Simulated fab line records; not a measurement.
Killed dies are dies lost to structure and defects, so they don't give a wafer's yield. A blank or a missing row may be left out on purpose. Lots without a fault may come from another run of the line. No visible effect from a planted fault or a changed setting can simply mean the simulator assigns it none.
fab line records ; flow n5_finfet
record lots=7; wafers=39
route steps=1938 shown BEOL_M12@1602 MIM_BOT@1833
start_h: the number of hours between the record's first day and the start of the first shown wafer of the lot ; wait_h: time in hours since the lot's previous step ; " unchanged from the row above ; L1.1+2: one row covering several wafers at once ; - no value, or no start was given ; * or withheld: withheld ; < > ~ a bound
route shown NAME@n: names a module that has steps shown in the file, with the first one's number in the route ; usual: average and standard deviation across the fault-free wafers ; same: alike in all rows ; chamber/n: place in a boat ; sites: the reading at each site ; _std_site: the values' standard deviation ; _edge_site: inner sites' mean taken away from outer sites' mean ; radius_mm: for every site, how far away it sits from the centre of the wafer ; mask NAME#n: copy n ; behind: the tool/chamber that last shaped the wafer ; hold: why the lot went on hold/how many hours it stayed there/how the hold came to an end ; device: whichever transistor did not switch (one of n, p or np) ; end of line: the same wafers' tests at the end of the route ; step lacking rows: just its recipe ; killed: count of dies lost to structure and defects at first sort (not the wafer's yield) ; map: per-die view of a wafer (x killed, . not killed, _ where there is no die)
set.NAME: the setting as run; set.NAME@STEP: as run at that earlier step ; model.NAME: the simulator's own value behind a step, which no gauge read
lots whose settings were changed on purpose; a table a step, a row a wafer
## steps
# step N5_BEOL_M12_ILD_DEP_00
# recipe material=SiOC; target_thk_a=6589.2; temp_c=350; precursor=DEMS/O2; pressure_torr=5; rf_w=500; time_s=130.7
lot.wafer;tool;chamber;start_h;wait_h;set.target_thk_a;model.SiOC_of_BEOL_M12_ILD_DEP_00.thk_nm
L075.1;pecvd-03;2;253.28;0.0;6589.2;654.8
L075.2;pecvd-03;0;253.28;0.0;6589.2;652.4
L075.3;pecvd-03;0;253.28;0.0;4332;424.4
L075.4;pecvd-03;2;253.28;0.0;4332;439.2
L075.5;pecvd-03;2;253.28;0.0;4332;441
L075.6;pecvd-03;0;253.28;0.0;6589.2;663.6
L079.1;pecvd-03;1;294.92;0.0;6589.2;652.4
L079.2;pecvd-03;2;294.92;0.0;6589.2;644.2
L079.3;pecvd-03;0;294.92;0.0;6589.2;648.6
L079.4;pecvd-03;0;294.92;0.0;4032;399.6
L079.5;pecvd-03;1;294.92;0.0;4032;405.6
L079.6;pecvd-03;2;294.92;0.0;4032;409.4
L083.1;pecvd-02;2;306.97;0.0;6589.2;658.8
L083.2;pecvd-02;0;306.97;0.0;7751;763.2
L083.3;pecvd-02;1;306.97;0.0;7751;766.4
L083.4;pecvd-02;0;306.97;0.0;6589.2;657
L083.5;pecvd-02;2;306.97;0.0;6589.2;661.6
L083.6;pecvd-02;1;306.97;0.0;7751;784.6
L090.1;pecvd-01;0;323.51;0.0;6589.2;664.4
L090.2;pecvd-01;2;323.51;0.0;6589.2;655.4
L090.3;pecvd-01;1;323.51;0.0;6589.2;655.8
L090.4;pecvd-01;1;323.51;0.0;6589.2;667
L090.5;pecvd-01;2;323.51;0.0;6589.2;666.2
L090.6;pecvd-01;0;323.51;0.0;6589.2;668.2
L088.1+4;pecvd-01;1,2;338.68;0.0;6589.2;659.2
L088.2;pecvd-01;2;338.68;0.0;6589.2;655.6
L088.3;pecvd-01;0;338.68;0.0;6589.2;658.4
L088.5;pecvd-01;1;338.68;0.0;6589.2;676.8
L088.6;pecvd-01;0;338.68;0.0;6589.2;666.2
L092.1;pecvd-01;2;352.17;0.0;6589.2;652.4
L092.5;pecvd-01;1;352.17;0.0;6589.2;666.2
L092.6;pecvd-01;0;352.17;0.0;6589.2;663.8
L091.1;pecvd-02;1;355.49;0.0;6589.2;645.2
L091.2;pecvd-02;2;355.49;0.0;9259;921.4
L091.3;pecvd-02;0;355.49;0.0;6589.2;650.8
L091.4;pecvd-02;1;355.49;0.0;9259;924
L091.5;pecvd-02;0;355.49;0.0;9259;926.4
L091.6;pecvd-02;2;355.49;0.0;6589.2;663.6
# step N5_BEOL_M12_THK_MEAS_01
# recipe reads=SiOC_of_BEOL_M12_ILD_DEP_00
# usual M12_ILD_THK=658/8.2
lot.wafer;tool;chamber;start_h;wait_h;set.target_thk_a@BEOL_M12_ILD_DEP_00;M12_ILD_THK[nm]
L075.1;film_metro-02;-;253.46;0.1;6589.2;654
L075.2;film_metro-02;-;253.46;0.1;6589.2;652
L075.3;film_metro-02;-;253.46;0.1;4332;425
L075.4;film_metro-02;-;253.46;0.1;4332;439
L075.5;film_metro-02;-;253.46;0.1;4332;441
L075.6;film_metro-02;-;253.46;0.1;6589.2;663
L079.1;film_metro-02;-;295.05;0.1;6589.2;653
L079.2;film_metro-02;-;295.05;0.1;6589.2;644
L079.3;film_metro-02;-;295.05;0.1;6589.2;649
L079.4;film_metro-02;-;295.05;0.1;4032;400
L079.5;film_metro-02;-;295.05;0.1;4032;406
L079.6;film_metro-02;-;295.05;0.1;4032;409
L083.1;film_metro-02;-;307.10;0.1;6589.2;658
L083.2;film_metro-02;-;307.10;0.1;7751;763
L083.3;film_metro-02;-;307.10;0.1;7751;766
L083.4;film_metro-02;-;307.10;0.1;6589.2;656
L083.5;film_metro-02;-;307.10;0.1;6589.2;662
L083.6;film_metro-02;-;307.10;0.1;7751;785
L090.1;film_metro-01;-;323.64;0.1;6589.2;664
L090.2;film_metro-01;-;323.64;0.1;6589.2;656
L090.3;film_metro-01;-;323.64;0.1;6589.2;656
L090.4;film_metro-01;-;323.64;0.1;6589.2;667
L090.5;film_metro-01;-;323.64;0.1;6589.2;666
L090.6;film_metro-01;-;323.64;0.1;6589.2;668
L088.1;film_metro-01;-;338.81;0.1;6589.2;659
L088.2;film_metro-01;-;338.81;0.1;6589.2;656
L088.3;film_metro-01;-;338.81;0.1;6589.2;658
L088.4;film_metro-01;-;338.81;0.1;6589.2;660
L088.5;film_metro-01;-;338.81;0.1;6589.2;677
L088.6;film_metro-01;-;338.81;0.1;6589.2;666
L092.1;film_metro-02;-;352.30;0.1;6589.2;652
L092.5;film_metro-02;-;352.30;0.1;6589.2;666
L092.6;film_metro-02;-;352.30;0.1;6589.2;664
L091.1;film_metro-01;-;355.63;0.1;6589.2;646
L091.2;film_metro-01;-;355.63;0.1;9259;922
L091.3;film_metro-01;-;355.63;0.1;6589.2;651
L091.4;film_metro-01;-;355.63;0.1;9259;924
L091.5;film_metro-01;-;355.63;0.1;9259;927
L091.6;film_metro-01;-;355.63;0.1;6589.2;664
# step N5_BEOL_M12_COAT_58
# recipe resist=BARC; temp_c=205; time_s=60; spin_rpm=1500; resist_thk_nm=89
# step N5_BEOL_M12_COAT_04
# recipe spin_rpm=1625; resist_thk_nm=400
# step N5_BEOL_M12_DESCUM_15
# recipe chemistry=O2; time_s=7.9; source_power_w=50; bias_power_w=20; pressure_mtorr=20; rf_frequency_hz=2.712e+07; temp_c=40; o2_flow_sccm=225
# step N5_BEOL_M12_ETCH_59
# recipe chemistry=N2/H2; target=BARC; target_depth_a=890; overetch_a=267; time_s=67.9; ion_energy_ev=200; pressure_mtorr=30; source_w=840; bias_w=150; n2_flow_sccm=200; h2_flow_sccm=200
# step N5_BEOL_M12_VIA_ETCH_16
# recipe chemistry=C4F8/O2/Ar; target=SiOC; pressure_mtorr=30; source_w=3000; bias_w=700; Ar_flow_sccm=400; C4F8_flow_sccm=15; O2_flow_sccm=8; he_inner_torr=15; he_outer_torr=30; target_depth_a=7248; time_s=withheld; ion_energy_ev=250; ends=cleared
lot.wafer;tool;chamber;start_h;wait_h;set.target_thk_a@BEOL_M12_ILD_DEP_00;model.etch.depth_nm;model.coat_of_BEOL_M12_COAT_04.thk_nm
L075.1;rie_diel-05;3;254.06;0.0;6589.2;654.8;122.4
L075.2;rie_diel-05;0;254.06;0.0;6589.2;652.5;123.4
L075.3;rie_diel-05;1;254.06;0.0;4332;424.4;193.2
L075.4;rie_diel-05;0;254.06;0.0;4332;439.1;186.4
L075.5;rie_diel-05;3;254.06;0.0;4332;441;184.8
L075.6;rie_diel-05;1;254.06;0.0;6589.2;663.5;122.4
L079.1;rie_diel-02;1;295.66;0.0;6589.2;652.3;126
L079.2;rie_diel-02;3;295.66;0.0;6589.2;644.3;126.6
L079.3;rie_diel-02;0;295.66;0.0;6589.2;648.7;127.6
L079.4;rie_diel-02;2;295.66;0.0;4032;399.6;198.8
L079.5;rie_diel-02;3;295.66;0.0;4032;405.7;197.8
L079.6;rie_diel-02;2;295.66;0.0;4032;409.4;197.2
L083.1;rie_diel-02;3;307.58;0.0;6589.2;658.7;122.4
L083.2;rie_diel-02;1;307.58;0.0;7751;763.2;94
L083.3;rie_diel-02;0;307.58;0.0;7751;766.4;92.4
L083.4;rie_diel-02;3;307.58;0.0;6589.2;657;122
L083.5;rie_diel-02;1;307.58;0.0;6589.2;661.6;122.8
L083.6;rie_diel-02;0;307.58;0.0;7751;784.7;85.8
L090.1;rie_diel-02;2;324.15;0.0;6589.2;664.5;121
L090.2;rie_diel-02;3;324.15;0.0;6589.2;655.5;121.2
L090.3;rie_diel-02;1;324.15;0.0;6589.2;655.7;125
L090.4;rie_diel-02;3;324.15;0.0;6589.2;667.1;120
L090.5;rie_diel-02;1;324.15;0.0;6589.2;666.2;121.8
L090.6;rie_diel-02;2;324.15;0.0;6589.2;668.1;119.4
L088.1;rie_diel-05;2;339.93;0.0;6589.2;659.1;126.4
L088.2;rie_diel-05;3;339.93;0.0;6589.2;655.7;122.8
L088.3;rie_diel-05;0;339.93;0.0;6589.2;658.5;124.8
L088.4;rie_diel-05;1;339.93;0.0;6589.2;659.2;123
L088.5;rie_diel-05;1;339.93;0.0;6589.2;676.8;116.6
L088.6;rie_diel-05;0;339.93;0.0;6589.2;666.3;120.2
L092.1;rie_diel-01;1;353.25;0.0;6589.2;652.4;124.2
L092.5;rie_diel-01;0;353.25;0.0;6589.2;666.2;126.8
L092.6;rie_diel-01;1;353.25;0.0;6589.2;663.7;120.6
L091.1;rie_diel-05;1;356.58;0.0;6589.2;645.3;127.2
L091.2;rie_diel-05;3;356.58;0.0;9259;921.5;43.4
L091.3;rie_diel-05;0;356.58;0.0;6589.2;650.8;124.6
L091.4;rie_diel-05;1;356.58;0.0;9259;924.1;43.4
L091.5;rie_diel-05;3;356.58;0.0;9259;926.4;44.6
L091.6;rie_diel-05;0;356.58;0.0;6589.2;663.6;119.6
# step N5_BEOL_M12_STRIP_63
# recipe chemistry=N2/H2; power_w=1000; temp_c=250; h2_frac=0.65; overash_fraction=0.3; pressure_mtorr=1000; n2_flow_sccm=1750; h2_flow_sccm=3250
# usual oes_product_au=0.693/0.0045; strip_time_to_endpoint_s=42.7/0.86
lot.wafer;tool;chamber;start_h;wait_h;set.target_thk_a@BEOL_M12_ILD_DEP_00;oes_product_au;strip_time_to_endpoint_s
L075.1;plasma_asher-02;0;254.26;-;6589.2;0.688;42.3
L075.2;plasma_asher-02;1;254.26;-;6589.2;0.689;42.6
L075.3;plasma_asher-02;0;254.26;-;4332;0.756;60.9
L075.4;plasma_asher-02;1;254.26;-;4332;0.751;59.1
L075.5;plasma_asher-02;1;254.26;-;4332;0.742;58.7
L075.6;plasma_asher-02;0;254.26;-;6589.2;0.690;42.3
L079.1;plasma_asher-02;0;295.86;-;6589.2;0.686;43.3
L079.2;plasma_asher-02;1;295.86;-;6589.2;0.697;43.5
L079.3;plasma_asher-02;1;295.86;-;6589.2;0.706;43.7
L079.4;plasma_asher-02;0;295.86;-;4032;0.771;62.3
L079.5;plasma_asher-02;0;295.86;-;4032;0.771;62.0
L079.6;plasma_asher-02;1;295.86;-;4032;0.768;61.9
L083.1;plasma_asher-02;1;307.78;-;6589.2;0.691;42.3
L083.2;plasma_asher-02;0;307.78;-;7751;0.679;34.5
L083.3;plasma_asher-02;0;307.78;-;7751;0.684;34.1
L083.4;plasma_asher-02;1;307.78;-;6589.2;0.697;42.2
L083.5;plasma_asher-02;0;307.78;-;6589.2;0.692;42.4
L083.6;plasma_asher-02;1;307.78;-;7751;0.678;32.2
L090.1;plasma_asher-02;0;324.35;-;6589.2;0.696;42.0
L090.2;plasma_asher-02;1;324.35;-;6589.2;0.693;42.0
L090.3;plasma_asher-02;0;324.35;-;6589.2;0.687;43.0
L090.4;plasma_asher-02;1;324.35;-;6589.2;0.694;41.7
L090.5;plasma_asher-02;0;324.35;-;6589.2;0.691;42.2
L090.6;plasma_asher-02;1;324.35;-;6589.2;0.688;41.5
L088.1;plasma_asher-02;0;340.13;-;6589.2;0.694;43.4
L088.2;plasma_asher-02;1;340.13;-;6589.2;0.698;42.4
L088.3;plasma_asher-02;1;340.13;-;6589.2;0.695;43.0
L088.4;plasma_asher-02;0;340.13;-;6589.2;0.695;42.5
L088.5;plasma_asher-02;0;340.13;-;6589.2;0.692;40.8
L088.6;plasma_asher-02;1;340.13;-;6589.2;0.700;41.7
L092.1;plasma_asher-01;0;353.45;-;6589.2;0.697;42.8
L092.5;plasma_asher-01;1;353.45;-;6589.2;0.690;43.5
L092.6;plasma_asher-01;0;353.45;-;6589.2;0.687;41.9
L091.1;plasma_asher-01;1;356.78;-;6589.2;0.686;43.6
L091.2;plasma_asher-01;0;356.78;-;9259;0.654;19.5
L091.3;plasma_asher-01;0;356.78;-;6589.2;0.693;42.9
L091.4;plasma_asher-01;1;356.78;-;9259;0.663;19.5
L091.5;plasma_asher-01;1;356.78;-;9259;0.666;19.9
L091.6;plasma_asher-01;0;356.78;-;6589.2;0.692;41.6
# step N5_MIM_BOT_SPUTTER_00
# recipe material=TiN; target_thk_a=350; temp_c=200; power_w=3000; chamber_pressure_pa=0.49996; gas=Ar; reactive_partial_pa=0.37997; time_s=89.7
lot.wafer;tool;chamber;start_h;wait_h;set.target_thk_a;model.TiN_of_MIM_BOT_SPUTTER_00.thk_nm
L075.1;pvd_sputter-03;-;287.53;0.0;173.2;17.4
L075.2;pvd_sputter-03;-;287.53;0.0;350;34.8
L075.3+5;pvd_sputter-03;-;287.53;0.0;173.2;17.6
L075.4;pvd_sputter-03;-;287.53;0.0;350;35.6
L075.6;pvd_sputter-03;-;287.53;0.0;350;34.6
L079.1;pvd_sputter-01;-;325.98;0.0;350;34.8
L079.2;pvd_sputter-01;-;325.98;0.0;476.7;47.2
L079.3;pvd_sputter-01;-;325.98;0.0;350;35
L079.4+5;pvd_sputter-01;-;325.98;0.0;476.7;47.4
L079.6;pvd_sputter-01;-;325.98;0.0;350;34.6
L083.1+6;pvd_sputter-01;-;334.51;0.0;202.3;20
L083.2;pvd_sputter-01;-;334.51;0.0;202.3;19.6
L083.3;pvd_sputter-01;-;334.51;0.0;350;35.2
L083.4;pvd_sputter-01;-;334.51;0.0;350;34.8
L083.5;pvd_sputter-01;-;334.51;0.0;350;34.2
L090.1;pvd_sputter-01;-;353.25;0.0;350;34.8
L090.2;pvd_sputter-01;-;353.25;0.0;350;34.6
L090.3;pvd_sputter-01;-;353.25;0.0;350;34.4
L090.4+6;pvd_sputter-01;-;353.25;0.0;496.2;49.2
L090.5;pvd_sputter-01;-;353.25;0.0;496.2;49
L088.1+3+5;pvd_sputter-01;-;374.39;0.0;194.7;19.8
L088.2;pvd_sputter-01;-;374.39;0.0;350;35.6
L088.4+6;pvd_sputter-01;-;374.39;0.0;350;34.8
L092.1+6;pvd_sputter-03;-;380.67;0.0;350;34.2
L092.5;pvd_sputter-03;-;380.67;0.0;350;34.4
L091.1+5;pvd_sputter-02;-;383.84;0.0;475.6;48.4
L091.2+3;pvd_sputter-02;-;383.84;0.0;350;35
L091.4;pvd_sputter-02;-;383.84;0.0;350;35.4
L091.6;pvd_sputter-02;-;383.84;0.0;475.6;47.6
## key
split step=N5_BEOL_M12_ILD_DEP_00; setting=target_thk_a; stated=6589.2; by=wafer
response step=N5_BEOL_M12_ILD_DEP_00; reading=model.SiOC_of_BEOL_M12_ILD_DEP_00.thk_nm; change=+6.48; per=1%; r=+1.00
response step=N5_BEOL_M12_THK_MEAS_01; reading=M12_ILD_THK; change=+6.48; per=1%; r=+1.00
response step=N5_BEOL_M12_VIA_ETCH_16; reading=model.etch.depth_nm; change=+6.48; per=1%; r=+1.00
response step=N5_BEOL_M12_VIA_ETCH_16; reading=model.coat_of_BEOL_M12_COAT_04.thk_nm; change=-1.9; per=1%; r=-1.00
response step=N5_BEOL_M12_STRIP_63; reading=oes_product_au; change=-0.00137; per=1%; r=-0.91
response step=N5_BEOL_M12_STRIP_63; reading=strip_time_to_endpoint_s; change=*; per=1%; r=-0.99
split step=N5_MIM_BOT_SPUTTER_00; setting=target_thk_a; stated=350; by=wafer
response step=N5_MIM_BOT_SPUTTER_00; reading=model.TiN_of_MIM_BOT_SPUTTER_00.thk_nm; change=+0.349; per=1%; r=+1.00
